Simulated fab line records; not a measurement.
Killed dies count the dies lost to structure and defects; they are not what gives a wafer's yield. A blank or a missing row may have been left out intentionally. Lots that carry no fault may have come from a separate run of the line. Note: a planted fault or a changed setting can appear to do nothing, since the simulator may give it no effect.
Split-lot study    flow n5Finfet    route with 1938 steps; 7 lots, 39 wafers read

== THE SPLIT ITSELF ==
At N5_BEOL_M10_ILD_DEP_00 (deposits SiCOH lowk from DEMS/porogen, target thk 308.51 nm, time 58 s), the setting timeS was moved away from the recipe's 58 s on 12 of the 39 wafers read, by -53.8% to +24.3%. All remaining wafers had this setting at the recipe value.

== FROM THE SPLIT ON TO THE READING: in between, the file shows 1 step ==
- N5_BEOL_M10_CURE_71: cures SiCOH lowk, time 240 s

== THE READING ==
Values of M10_ILD_THK in nm from N5_BEOL_M10_THK_MEAS_01. On this fab line, fault-free wafers typically give 268 nm with a standard deviation of 3.4 nm.

wafer   tool, chamber at the split  timeS as run, s  against the recipe  M10_ILD_THK, nm  against lot-mates on the recipe
L075.1  pecvd-03, 1                 58               recipe              266              -
L075.2  pecvd-03, 2                 58               recipe              264              -
L075.3  pecvd-03, 0                 72.07            +24.3%              328              +63
L075.4  pecvd-03, 0,1               72.07            +24.3%              333              +68
L075.5  pecvd-03, 2                 58               recipe              266              -
L075.6  pecvd-03, 0,1               72.07            +24.3%              333              +68
L084.1  pecvd-01, 1                 58               recipe              266              -
L084.2  pecvd-01, 0                 58               recipe              267              -
L084.3  pecvd-01, 2                 58               recipe              263              -
L084.4  pecvd-01, 0                 58               recipe              270              -
L084.5  pecvd-01, 1                 58               recipe              268              -
L084.6  pecvd-01, 2                 58               recipe              269              -
L086.1  pecvd-03, 1                 58               recipe              270              -
L086.2  pecvd-03, 2                 58               recipe              269              -
L086.3  pecvd-03, 0                 48.44            -16.5%              224              -46
L086.4  pecvd-03, 0                 48.44            -16.5%              229              -41
L086.5  pecvd-03, 1                 48.44            -16.5%              232              -38
L086.6  pecvd-03, 2                 58               recipe              270              -
L091.1  pecvd-04, 1                 58               recipe              266              -
L091.2  pecvd-04, 0                 58               recipe              270              -
L091.4  pecvd-04, 0                 58               recipe              269              -
L090.1  pecvd-01, 1                 58               recipe              264              -
L090.2  pecvd-01, 0                 58               recipe              270              -
L090.3  pecvd-01, 2                 58               recipe              266              -
L090.4  pecvd-01, 1                 67.48            +16.3%              313              +46
L090.5  pecvd-01, 0                 67.48            +16.3%              314              +47
L090.6  pecvd-01, 2                 67.48            +16.3%              311              +44
L094.1  pecvd-01, 0                 58               recipe              266              -
L094.2  pecvd-01, 1                 58               recipe              260              -
L094.3  pecvd-01, 2                 58               recipe              261              -
L094.4  pecvd-01, 2                 58               recipe              270              -
L094.5  pecvd-01, 0                 58               recipe              267              -
L094.6  pecvd-01, 1                 58               recipe              267              -
L095.1  pecvd-01, 1                 58               recipe              268              -
L095.2  pecvd-01, 2                 58               recipe              262              -
L095.3  pecvd-01, 0                 58               recipe              268              -
L095.4  pecvd-01, 1                 26.77            -53.8%              122              -144
L095.5  pecvd-01, 2                 26.77            -53.8%              124              -142
L095.6  pecvd-01, 0                 26.77            -53.8%              128              -138
If several chambers appear in one row, that row covers several wafers at once and the file leaves open which wafer was in which chamber.

THE FIT
A straight line over all 39 wafers: M10_ILD_THK changes by +2.64 nm for each +1% of timeS; r = +1.00; the points scatter about the line by 3.2 nm.
The same after taking each lot's own level away (the mean of its wafers on the recipe; 39 wafers): +2.65 nm for each +1%; r = +1.00; scatter 2.7 nm.
Per that fit: largest timeS move, reading shift of 1.4e+02 nm.
The lots' own levels span 265.2 to 269.7 nm, that is 1.3 times the standard deviation above.
So the lot-to-lot level changes the slope little: the two slopes agree.
Check: -141 nm against its lot-mates is what the line predicts for one of the wafers moved furthest among these (-53.8%) when that wafer is left out of the fit. Against them it came out at -144 nm.

== OTHER SPLITS ON THESE WAFERS ==
Note: prior to the reading, these wafers also went through further splits. Each is held against what the fit with the lots' levels taken away leaves over:
other split on the same wafers          wafers away from the commonest value  r with M10_ILD_THK (lot level and that fit taken away)
N5_BEOL_M7_TRENCH_ETCH_37 targetDepthA  12                                    -0.01

== THE WHOLE CHAIN: every reading that the file lists as answering this split, in the file's order ==
step                     what it does                                                            reading                                                                                   change (the file's fit)               r (the file's)
N5_BEOL_M10_ILD_DEP_00   deposits SiCOH lowk from DEMS/porogen, target thk 308.51 nm, time 58 s  SiCOH_lowk_of_BEOL_M10_ILD_DEP_00.thkNm (the simulator's own value, which no gauge read)  +3.01 nm for each +1% of the setting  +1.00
N5_BEOL_M10_CURE_71      cures SiCOH lowk, time 240 s                                            SiCOH_lowk_of_BEOL_M10_ILD_DEP_00.thkNm (the simulator's own value, which no gauge read)  +2.64 nm for each +1% of the setting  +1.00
N5_BEOL_M10_THK_MEAS_01                                                                          M10_ILD_THK                                                                               +2.65 for each +1% of the setting     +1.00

== FILE'S OWN FIT ==
M10_ILD_THK changes by +2.65 nm for each +1% of timeS, r = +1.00.
